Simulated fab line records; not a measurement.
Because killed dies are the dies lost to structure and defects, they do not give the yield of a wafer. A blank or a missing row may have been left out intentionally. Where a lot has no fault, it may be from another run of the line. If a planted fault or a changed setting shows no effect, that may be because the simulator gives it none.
fab line records / flow n5-finfet
[record] lots = 4 wafers = 12 last-day = 18
route steps=1938 shown FIN_SAQP@135 FIN_CUT@154 STI_FIN_REVEAL@196 BEOL_M4@1111
lots that met no fault: taken from a fault-free run of the same line
start-h: start of the lot's first displayed wafer, in hours after the record's first day / wait-h: hours from the lot's prior step to this one / " unchanged from the row above / L1.1+2: a single row standing in for several wafers / - no value, or no start was given / * or withheld: withheld / < > ~ a bound
route shown NAME@n: NAME is a module with steps in the file, n the number in the route of the first one / usual: average and standard deviation across the fault-free wafers / same: alike in all rows / chamber/n: place in a boat / sites: each site's reading / _std_site: the standard deviation of these / _edge_site: mean of outer sites minus mean of inner sites / radius-mm: for every site, how far away it sits from the centre of the wafer / mask NAME#n: copy n / behind: the tool/chamber that last shaped the wafer / hold: cause of the lot's hold/its duration in hours/its outcome / device: the transistor (n, p or np) that didn't switch / end of line: the route-end tests of the same wafers / a step given without rows: its recipe and nothing more / killed: at the first sort, the dies lost to defects and structure; wafer yield is something else / map: per-die view of a wafer (x killed, . not killed, _ where there is no die)
set.NAME: the run value of the setting; set.NAME@STEP: its run value at that earlier step / model.NAME: the simulator's own value behind a step, which no gauge read
lots seen at some steps along the route; tables by step, rows by wafer
services: from which hour (start-h, from the record's first day; less than 0 if before it) a tool's chamber was out of use, for how many hours, and why
[[steps]]
[step N5_FIN_SAQP_ETCH_67]
[recipe] chemistry = CH3F/O2 target = SiNx target-depth-a = 300 mask-material = SOC pressure-mtorr = 30 source-w = 395 bias-w = 73 Ar_flow_sccm = 150 CH3F_flow_sccm = 30 O2_flow_sccm = 20 ion-energy-ev = 120
[step N5_FIN_SAQP_STRIP_70]
[recipe] chemistry = N2/H2 power-w = 500 temp-c = 40 pressure-mtorr = 50 rf-frequency-hz = 6e+07 overash-fraction = 0.3 bias-power-w = 28 h2-frac = 0.5 n2-flow-sccm = 300 h2-flow-sccm = 300
[step N5_FIN_SAQP_RECESS_71]
[recipe] chemistry = HF/NH3 target = SiO2 target-depth-a = 30 afs-cycles = 1 temp-c = 30 sublimation-temp-c = 180 sublimation-time-s = 60
[step N5_FIN_SAQP_SPACER2_ALD_28]
[recipe] material = SiO2 target-thk-a = 81 temp-c = 300 ald-precursor-family = BDEAS ald-co-reactant = O2-plasma pulse-time-s = 1 purge-time-s = 2 co-reactant-purge-time-s = 2 pressure-torr = 2
[step N5_FIN_SAQP_SPACER2_ETCHBACK_29]
[recipe] chemistry = CHF3/O2 mode = anisotropic-etchback target = SiO2 target-depth-a = 122 time-s = 6.1 pressure-mtorr = 30 source-w = 650 bias-w = 170 Ar_flow_sccm = 200 CHF3_flow_sccm = 50 O2_flow_sccm = 5 ion-energy-ev = 200
[step N5_FIN_SAQP_MANDREL2_REMOVE_60]
[recipe] chemistry = HBr/Cl2/O2 bt-time-s = 10 target = a-Si stop-on = SiNx endpoint = OES-SiCl over-etch-frac = 1 icp-w = 600 bias-w = 22 HBr_flow_sccm = 150 Cl2_flow_sccm = 80 O2_flow_sccm = 5 pressure-mtorr = 10
[step N5_FIN_SAQP_HM_OPEN_33]
[recipe] chemistry = CH3F/O2 target = SiNx mask-material = SiO2 target-depth-a = 494 time-s = 70.6 pressure-mtorr = 30 source-w = 395 bias-w = 73 Ar_flow_sccm = 150 CH3F_flow_sccm = 30 O2_flow_sccm = 20 ion-energy-ev = 120 ends = cleared
[step N5_FIN_SAQP_ETCH_34]
[recipe] chemistry = C4F6/O2 target = SiO2 target-depth-a = 450 time-s = 15 ion-energy-ev = 250 pressure-mtorr = 30 source-w = 345 bias-w = 185 Ar_flow_sccm = 300 C4F6_flow_sccm = 10 O2_flow_sccm = 10 ends = cleared
[step N5_FIN_SAQP_STRIP_77]
[recipe] chemistry = N2/H2 time-s = 90 power-w = 100 temp-c = 40 pressure-mtorr = 100 rf-frequency-hz = 6e+07 bias-power-w = 3 n2-flow-sccm = 300 h2-flow-sccm = 300
[step N5_FIN_SAQP_ETCH_64]
[recipe] chemistry = CF4 target = SiO2 target-depth-a = 15 ion-energy-ev = 350 pressure-mtorr = 10 icp-w = 800 bias-w = 400 cf4-flow-sccm = 80
[step N5_FIN_SAQP_FIN_ETCH_36]
[recipe] chemistry = HBr/Cl2/O2 target-depth-a = 1200 mask-material = SiNx time-s = 50.4 bias-w = 102 pressure-mtorr = 10 icp-w = 800 HBr_flow_sccm = 150 Cl2_flow_sccm = 80 O2_flow_sccm = 12
[usual] bias-w = 102.01/0.28 chamber-pressure-mTorr = 9.999/0.0097 drypump-motor-current-A = 5.7/0.5 oes-product-au = 1.009/0.017 throttle-valve-pct = 36.00/0.25
lot.wafer=L510.3 tool=rie-si-04 chamber=2 start-h=106.56 wait-h=0.0 bias-w=101.51 chamber-pressure-mTorr=10.014 drypump-motor-current-A=6.7 oes-product-au=1.011 rf-hours-counter-h=97 throttle-valve-pct=35.63 model.etch.depth-nm=121.6 model.FIN_SAQP.feature-depth-nm=121.6 model.SiNx_of_FIN_SAQP_HM_DEP_03.thk-nm=20.6
lot.wafer=L510.4 tool=rie-si-04 chamber=0 start-h=106.56 wait-h=0.0 bias-w=101.76 chamber-pressure-mTorr=9.995 drypump-motor-current-A=5.6 oes-product-au=1.027 rf-hours-counter-h=151 throttle-valve-pct=35.96 model.etch.depth-nm=121.5 model.FIN_SAQP.feature-depth-nm=121.6 model.SiNx_of_FIN_SAQP_HM_DEP_03.thk-nm=21.8
lot.wafer=L510.5 tool=rie-si-04 chamber=2 start-h=106.56 wait-h=0.0 bias-w=102.07 chamber-pressure-mTorr=9.998 drypump-motor-current-A=6.7 oes-product-au=1.003 rf-hours-counter-h=- throttle-valve-pct=35.66 model.etch.depth-nm=120 model.FIN_SAQP.feature-depth-nm=120 model.SiNx_of_FIN_SAQP_HM_DEP_03.thk-nm=21.8
lot.wafer=L517.2 tool=rie-si-04 chamber=0 start-h=147.01 wait-h=0.0 bias-w=94.00 chamber-pressure-mTorr=10.002 drypump-motor-current-A=5.6 oes-product-au=0.991 rf-hours-counter-h=151 throttle-valve-pct=35.99 model.etch.depth-nm=117.2 model.FIN_SAQP.feature-depth-nm=117.2 model.SiNx_of_FIN_SAQP_HM_DEP_03.thk-nm=21.4
lot.wafer=L517.5 tool=rie-si-04 chamber=3 start-h=147.01 wait-h=0.0 bias-w=93.79 chamber-pressure-mTorr=10.001 drypump-motor-current-A=6.3 oes-product-au=1.004 rf-hours-counter-h=- throttle-valve-pct=35.77 model.etch.depth-nm=118.2 model.FIN_SAQP.feature-depth-nm=118.2 model.SiNx_of_FIN_SAQP_HM_DEP_03.thk-nm=22.2
lot.wafer=L517.6 tool=rie-si-04 chamber=2 start-h=147.01 wait-h=0.0 bias-w=93.19 chamber-pressure-mTorr=10.006 drypump-motor-current-A=6.8 oes-product-au=0.980 rf-hours-counter-h=- throttle-valve-pct=35.68 model.etch.depth-nm=116.5 model.FIN_SAQP.feature-depth-nm=116.6 model.SiNx_of_FIN_SAQP_HM_DEP_03.thk-nm=22.4
lot.wafer=L518.1 tool=rie-si-04 chamber=0 start-h=153.93 wait-h=0.0 bias-w=94.00 chamber-pressure-mTorr=10.001 drypump-motor-current-A=5.6 oes-product-au=1.000 rf-hours-counter-h=151 throttle-valve-pct=35.98 model.etch.depth-nm=117.6 model.FIN_SAQP.feature-depth-nm=117.6 model.SiNx_of_FIN_SAQP_HM_DEP_03.thk-nm=21.8
lot.wafer=L518.5 tool=rie-si-04 chamber=0 start-h=153.93 wait-h=0.0 bias-w=93.65 chamber-pressure-mTorr=9.983 drypump-motor-current-A=5.7 oes-product-au=1.004 rf-hours-counter-h=- throttle-valve-pct=35.99 model.etch.depth-nm=117.8 model.FIN_SAQP.feature-depth-nm=117.8 model.SiNx_of_FIN_SAQP_HM_DEP_03.thk-nm=21.8
lot.wafer=L518.6 tool=rie-si-04 chamber=3 start-h=153.93 wait-h=0.0 bias-w=93.64 chamber-pressure-mTorr=9.995 drypump-motor-current-A=6.3 oes-product-au=1.009 rf-hours-counter-h=- throttle-valve-pct=35.75 model.etch.depth-nm=118.5 model.FIN_SAQP.feature-depth-nm=118.4 model.SiNx_of_FIN_SAQP_HM_DEP_03.thk-nm=22
lot.wafer=L520.1 tool=rie-si-01 chamber=0 start-h=165.34 wait-h=0.0 bias-w=101.94 chamber-pressure-mTorr=10.009 drypump-motor-current-A=5.1 oes-product-au=1.032 rf-hours-counter-h=44 throttle-valve-pct=36.09 model.etch.depth-nm=120.2 model.FIN_SAQP.feature-depth-nm=120.2 model.SiNx_of_FIN_SAQP_HM_DEP_03.thk-nm=21.2
lot.wafer=L520.5 tool=rie-si-01 chamber=3 start-h=165.34 wait-h=0.0 bias-w=102.48 chamber-pressure-mTorr=9.997 drypump-motor-current-A=5.1 oes-product-au=1.020 rf-hours-counter-h=- throttle-valve-pct=35.96 model.etch.depth-nm=122.1 model.FIN_SAQP.feature-depth-nm=122 model.SiNx_of_FIN_SAQP_HM_DEP_03.thk-nm=21.6
lot.wafer=L520.6 tool=rie-si-01 chamber=2 start-h=165.34 wait-h=0.0 bias-w=102.13 chamber-pressure-mTorr=9.981 drypump-motor-current-A=5.9 oes-product-au=1.007 rf-hours-counter-h=- throttle-valve-pct=35.97 model.etch.depth-nm=119.2 model.FIN_SAQP.feature-depth-nm=119.2 model.SiNx_of_FIN_SAQP_HM_DEP_03.thk-nm=22.2
[step N5_FIN_SAQP_PRECLEAN_38]
[recipe] chemistry = O3/DIW time-s = 45 temp-c = 22 o3-ppm = 10
[step N5_FIN_SAQP_PRECLEAN_45]
[recipe] chemistry = dHF time-s = 10 dilution = 500:1 temp-c = 25
[step N5_FIN_SAQP_SRD_39]
[recipe] dry = ipa-marangoni time-s = 30 temp-c = 23 rinse-liquid = diw
[step N5_FIN_CUT_COAT_18]
[recipe] resist = SOC temp-c = 250 time-s = 60 spin-rpm = 1500 resist-thk-nm = 230
[step N5_FIN_CUT_COAT_19]
[recipe] resist = SiARC temp-c = 220 time-s = 60 spin-rpm = 1500 resist-thk-nm = 20
[step N5_FIN_CUT_COAT_29]
[recipe] resist = underlayer temp-c = 205 time-s = 60 spin-rpm = 1500 resist-thk-nm = 10
[step N5_FIN_CUT_COAT_02]
[recipe] resist = CAR-EUV spin-rpm = 1500 resist-thk-nm = 30
[step N5_FIN_CUT_EBR_04]
[recipe] solvent = PGMEA ebr-width-mm = 1.5
[step N5_FIN_CUT_SOFTBAKE_03]
[recipe] temp-c = 110 time-s = 60 resist = CAR-EUV
[step N5_FIN_CUT_EXPOSE_05]
[recipe] mask-id = FIN_CUT na = 0.33 source-shape = annular sigma-inner = 0.35 sigma-outer = 0.8 polarization = unpolarized dose-mj = 45.75
[step N5_FIN_CUT_PEB_06]
[recipe] peb-temp-c = 100 peb-time-s = 60 resist = CAR-EUV
[step N5_FIN_CUT_DEVELOP_07]
[recipe] develop-time-s = 30 developer = TMAH resist = CAR-EUV rinse-liquid = surfactant-rinse dry = air-spin dev-temp-c = 23
[step N5_FIN_CUT_DESCUM_13]
[recipe] chemistry = O2 time-s = 7 source-power-w = 50 bias-power-w = 20 pressure-mtorr = 20 rf-frequency-hz = 2.712e+07 temp-c = 40 resist = CAR-EUV o2-flow-sccm = 225
[step N5_FIN_CUT_ETCH_30]
[recipe] chemistry = N2/H2 target = underlayer target-depth-a = 130 mask-material = CAR-EUV time-s = 10.4 ion-energy-ev = 200 pressure-mtorr = 30 source-w = 840 bias-w = 150 n2-flow-sccm = 200 h2-flow-sccm = 200 ends = cleared
[step N5_FIN_CUT_ETCH_20]
[recipe] chemistry = CF4 target = SiARC target-depth-a = 260 mask-material = CAR-EUV time-s = 43.3 ion-energy-ev = 80 pressure-mtorr = 40 source-w = 545 bias-w = 36 Ar_flow_sccm = 100 cf4-flow-sccm = 100 ends = cleared
[step N5_FIN_CUT_ETCH_21]
[recipe] chemistry = N2/H2 target = SOC target-depth-a = 2190 overetch-a = 438 mask-material = SiARC temp-c = 40 ion-energy-ev = 100 bias-w = 61 time-s = 523.5 pressure-mtorr = 30 source-w = 850 n2-flow-sccm = 200 h2-flow-sccm = 200
[step N5_FIN_CUT_STRIP_23]
[recipe] chemistry = N2/H2 temp-c = 40 n2-flow-sccm = 200 h2-flow-sccm = 200 rf-frequency-hz = 6e+07
[step N5_FIN_CUT_STRIP_31]
[recipe] chemistry = N2/H2 temp-c = 40 n2-flow-sccm = 200 h2-flow-sccm = 200 rf-frequency-hz = 6e+07
[step N5_FIN_CUT_STRIP_24]
[recipe] chemistry = CF4 resist = SiARC power-w = 300 bias-power-w = 75 pressure-mtorr = 50 cf4-flow-sccm = 150 rf-frequency-hz = 6e+07
[step N5_FIN_CUT_CUT_ETCH_26]
[recipe] chemistry = CH3F/O2 target = SiNx target-depth-a = 390 mask-material = SOC time-s = 55.7 pressure-mtorr = 30 source-w = 395 bias-w = 73 Ar_flow_sccm = 150 CH3F_flow_sccm = 30 O2_flow_sccm = 20 ion-energy-ev = 120
[step N5_FIN_CUT_CUT_ETCH_27]
[recipe] chemistry = CHF3/O2 target = SiO2 target-depth-a = 40 mask-material = SOC overetch-a = 20 time-s = 4.9 pressure-mtorr = 30 source-w = 650 bias-w = 170 Ar_flow_sccm = 200 CHF3_flow_sccm = 50 O2_flow_sccm = 5 ion-energy-ev = 200
[step N5_FIN_CUT_PRECLEAN_35]
[recipe] time-s = 13.3 temp-c = 45 pressure-torr = 125 p-hf-torr = 3 p-coreactant-torr = 25 chemistry = vHF
[step N5_FIN_CUT_CUT_ETCH_15]
[recipe] chemistry = HBr/Cl2/O2 target = Si target-depth-a = 1000 bt-time-s = 10 mask-material = SOC time-s = 42.4 ion-energy-ev = * bias-w = * pressure-mtorr = 10 icp-w = 800 HBr_flow_sccm = 150 Cl2_flow_sccm = 80 O2_flow_sccm = 12
[step N5_STI_FIN_REVEAL_RECESS_09]
[recipe] chemistry = HF/NH3 target = SiO2 afs-cycles = 11 target-depth-a = 425 temp-c = 30 sublimation-temp-c = 180 sublimation-time-s = 60
[usual] drypump-motor-current-A = 5.8/0.51 sublimation-temp-c = 179.99/0.14
[same] sublimation-time-s = 60
lot.wafer=L510.3 tool=vapor-etch-02 chamber=1 start-h=114.79 wait-h=0.6 drypump-motor-current-A=5.0 sublimation-temp-c=179.80 model.SiNx_of_FIN_SAQP_HM_DEP_03.thk-nm=17.8
lot.wafer=L510.4 tool=vapor-etch-02 chamber=0 start-h=114.79 wait-h=0.6 drypump-motor-current-A=6.4 sublimation-temp-c=180.14 model.SiNx_of_FIN_SAQP_HM_DEP_03.thk-nm=18.8
lot.wafer=L510.5 tool=vapor-etch-02 chamber=1 start-h=114.79 wait-h=0.6 drypump-motor-current-A=5.0 sublimation-temp-c=179.64 model.SiNx_of_FIN_SAQP_HM_DEP_03.thk-nm=18.8
lot.wafer=L517.2 tool=vapor-etch-02 chamber=0 start-h=154.93 wait-h=0.0 drypump-motor-current-A=6.3 sublimation-temp-c=180.05 model.SiNx_of_FIN_SAQP_HM_DEP_03.thk-nm=18.6
lot.wafer=L517.5 tool=vapor-etch-02 chamber=0 start-h=155.99 wait-h=1.1 drypump-motor-current-A=6.3 sublimation-temp-c=179.99 model.SiNx_of_FIN_SAQP_HM_DEP_03.thk-nm=19.4
lot.wafer=L517.6 tool=vapor-etch-02 chamber=1 start-h=155.99 wait-h=1.1 drypump-motor-current-A=5.0 sublimation-temp-c=179.96 model.SiNx_of_FIN_SAQP_HM_DEP_03.thk-nm=19.4
lot.wafer=L518.1 tool=vapor-etch-01 chamber=1 start-h=163.30 wait-h=0.0 drypump-motor-current-A=5.9 sublimation-temp-c=179.86 model.SiNx_of_FIN_SAQP_HM_DEP_03.thk-nm=18.8
lot.wafer=L518.5 tool=vapor-etch-01 chamber=1 start-h=165.42 wait-h=2.1 drypump-motor-current-A=5.9 sublimation-temp-c=179.88 model.SiNx_of_FIN_SAQP_HM_DEP_03.thk-nm=19
lot.wafer=L518.6 tool=vapor-etch-01 chamber=1 start-h=165.42 wait-h=2.1 drypump-motor-current-A=5.9 sublimation-temp-c=179.80 model.SiNx_of_FIN_SAQP_HM_DEP_03.thk-nm=19
lot.wafer=L520.1 tool=vapor-etch-02 chamber=0 start-h=173.07 wait-h=0.0 drypump-motor-current-A=6.3 sublimation-temp-c=180.09 model.SiNx_of_FIN_SAQP_HM_DEP_03.thk-nm=18.2
lot.wafer=L520.5 tool=vapor-etch-02 chamber=1 start-h=174.13 wait-h=1.1 drypump-motor-current-A=5.0 sublimation-temp-c=180.16 model.SiNx_of_FIN_SAQP_HM_DEP_03.thk-nm=18.6
lot.wafer=L520.6 tool=vapor-etch-02 chamber=0 start-h=174.13 wait-h=1.1 drypump-motor-current-A=6.3 sublimation-temp-c=179.87 model.SiNx_of_FIN_SAQP_HM_DEP_03.thk-nm=19.2
[step N5_BEOL_M4_RC_MEAS_101]
[usual] DIBL_N = 35.9/1.4 DIBL_P = 35.9/1.7 IOFF_N = 0.155/0.023 IOFF_P = 0.201/0.029 ION_N = 672/8.8 ION_P = 460/7 SS_N = 71.6/0.48 SS_P = 73.1/0.64 VT_N = 250.0/3 VT_P = -251.6/3
lot.wafer=L510.3 tool=prober-02 chamber=0 start-h=249.19 wait-h=0.3 DIBL_N[mV/V]=38.1 DIBL_P[mV/V]=36.6 IOFF_N[nA/um]=0.178 IOFF_P[nA/um]=0.243 ION_N[uA/um]=694 ION_P[uA/um]=474 SS_N[mV/dec]=71.7 SS_P[mV/dec]=73.1 VT_N[mV]=244.7 VT_P[mV]=-246.3
lot.wafer=L510.4 tool=prober-02 chamber=0 start-h=249.19 wait-h=0.3 DIBL_N[mV/V]=37.1 DIBL_P[mV/V]=35.4 IOFF_N[nA/um]=0.162 IOFF_P[nA/um]=0.222 ION_N[uA/um]=675 ION_P[uA/um]=465 SS_N[mV/dec]=71.7 SS_P[mV/dec]=73.0 VT_N[mV]=247.2 VT_P[mV]=-249.9
lot.wafer=L510.5 tool=prober-02 chamber=0 start-h=249.19 wait-h=0.3 DIBL_N[mV/V]=35.4 DIBL_P[mV/V]=34.6 IOFF_N[nA/um]=0.144 IOFF_P[nA/um]=0.210 ION_N[uA/um]=684 ION_P[uA/um]=472 SS_N[mV/dec]=70.8 SS_P[mV/dec]=72.4 VT_N[mV]=251.5 VT_P[mV]=-248.4
lot.wafer=L517.2 tool=prober-02 chamber=0 start-h=286.63 wait-h=0.2 DIBL_N[mV/V]=38.0 DIBL_P[mV/V]=37.5 IOFF_N[nA/um]=0.173 IOFF_P[nA/um]=0.216 ION_N[uA/um]=677 ION_P[uA/um]=460 SS_N[mV/dec]=72.0 SS_P[mV/dec]=73.7 VT_N[mV]=250.2 VT_P[mV]=-250.7
lot.wafer=L517.5 tool=prober-02 chamber=0 start-h=286.63 wait-h=0.2 DIBL_N[mV/V]=38.5 DIBL_P[mV/V]=38.4 IOFF_N[nA/um]=0.196 IOFF_P[nA/um]=0.239 ION_N[uA/um]=697 ION_P[uA/um]=472 SS_N[mV/dec]=71.5 SS_P[mV/dec]=74.1 VT_N[mV]=246.2 VT_P[mV]=-251.4
lot.wafer=L517.6 tool=prober-02 chamber=0 start-h=286.63 wait-h=0.2 DIBL_N[mV/V]=38.2 DIBL_P[mV/V]=38.5 IOFF_N[nA/um]=0.185 IOFF_P[nA/um]=0.237 ION_N[uA/um]=686 ION_P[uA/um]=463 SS_N[mV/dec]=72.3 SS_P[mV/dec]=72.9 VT_N[mV]=247.8 VT_P[mV]=-249.5
lot.wafer=L518.1 tool=prober-01 chamber=0 start-h=304.23 wait-h=0.0 DIBL_N[mV/V]=35.2 DIBL_P[mV/V]=36.3 IOFF_N[nA/um]=0.178 IOFF_P[nA/um]=0.210 ION_N[uA/um]=670 ION_P[uA/um]=457 SS_N[mV/dec]=71.9 SS_P[mV/dec]=73.7 VT_N[mV]=245.9 VT_P[mV]=-247.7
lot.wafer=L518.5 tool=prober-01 chamber=0 start-h=304.23 wait-h=0.0 DIBL_N[mV/V]=34.9 DIBL_P[mV/V]=35.6 IOFF_N[nA/um]=0.163 IOFF_P[nA/um]=0.206 ION_N[uA/um]=677 ION_P[uA/um]=464 SS_N[mV/dec]=71.5 SS_P[mV/dec]=73.9 VT_N[mV]=247.7 VT_P[mV]=-251.7
lot.wafer=L518.6 tool=prober-01 chamber=0 start-h=304.23 wait-h=0.0 DIBL_N[mV/V]=34.4 DIBL_P[mV/V]=35.6 IOFF_N[nA/um]=0.162 IOFF_P[nA/um]=0.198 ION_N[uA/um]=666 ION_P[uA/um]=454 SS_N[mV/dec]=71.1 SS_P[mV/dec]=73.4 VT_N[mV]=247.2 VT_P[mV]=-248.7
lot.wafer=L520.1 tool=prober-02 chamber=0 start-h=311.49 wait-h=0.0 DIBL_N[mV/V]=34.9 DIBL_P[mV/V]=34.0 IOFF_N[nA/um]=0.134 IOFF_P[nA/um]=0.199 ION_N[uA/um]=669 ION_P[uA/um]=469 SS_N[mV/dec]=71.5 SS_P[mV/dec]=72.6 VT_N[mV]=254.6 VT_P[mV]=-251.2
lot.wafer=L520.5 tool=prober-02 chamber=0 start-h=311.49 wait-h=0.0 DIBL_N[mV/V]=35.8 DIBL_P[mV/V]=34.6 IOFF_N[nA/um]=0.145 IOFF_P[nA/um]=0.206 ION_N[uA/um]=670 ION_P[uA/um]=463 SS_N[mV/dec]=72.1 SS_P[mV/dec]=73.7 VT_N[mV]=249.8 VT_P[mV]=-252.6
lot.wafer=L520.6 tool=prober-02 chamber=0 start-h=311.49 wait-h=0.0 DIBL_N[mV/V]=35.1 DIBL_P[mV/V]=34.6 IOFF_N[nA/um]=0.141 IOFF_P[nA/um]=0.203 ION_N[uA/um]=667 ION_P[uA/um]=459 SS_N[mV/dec]=71.2 SS_P[mV/dec]=72.7 VT_N[mV]=251.0 VT_P[mV]=-249.2
[[services]]
tool=rie-si-01 chamber=0 start-h=97.66 hours=6.8 kind=repair
tool=vapor-etch-02 chamber=1 start-h=97.99 hours=1.4 kind=repair
tool=rie-si-04 chamber=- start-h=111.63 hours=2.9 kind=repair
tool=rie-si-04 chamber=- start-h=118.74 hours=14.6 kind=pm
tool=rie-si-04 chamber=2 start-h=147.65 hours=6.1 kind=repair
tool=vapor-etch-01 chamber=0 start-h=160.31 hours=6.5 kind=repair
[[key]]
[first-sign] step = N5_FIN_SAQP_FIN_ETCH_36 reading = bias-w direction = down sigmas = 29 usual = * struck = *
effect none on later readings
[model-effect] step = N5_FIN_SAQP_FIN_ETCH_36 value = etch.depth-nm without = 119.9 struck = 117.6
[model-effect] step = N5_STI_FIN_REVEAL_RECESS_09 value = SiNx_of_FIN_SAQP_HM_DEP_03.thk-nm without = 18.3 struck = 19.03
met-at N5_FIN_SAQP_FIN_ETCH_36
struck-wafers L517.2,L517.5,L517.6,L518.1,L518.5,L518.6
onset-between 106.56 147.01
[fault] kind = process-parameter-drift tool = rie-si-04 chamber = - onset-h = 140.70 steps = N5_FIN_SAQP_FIN_ETCH_36 channel = bias-w offset = * shape = step end-h = 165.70 acts-in = * stated = *
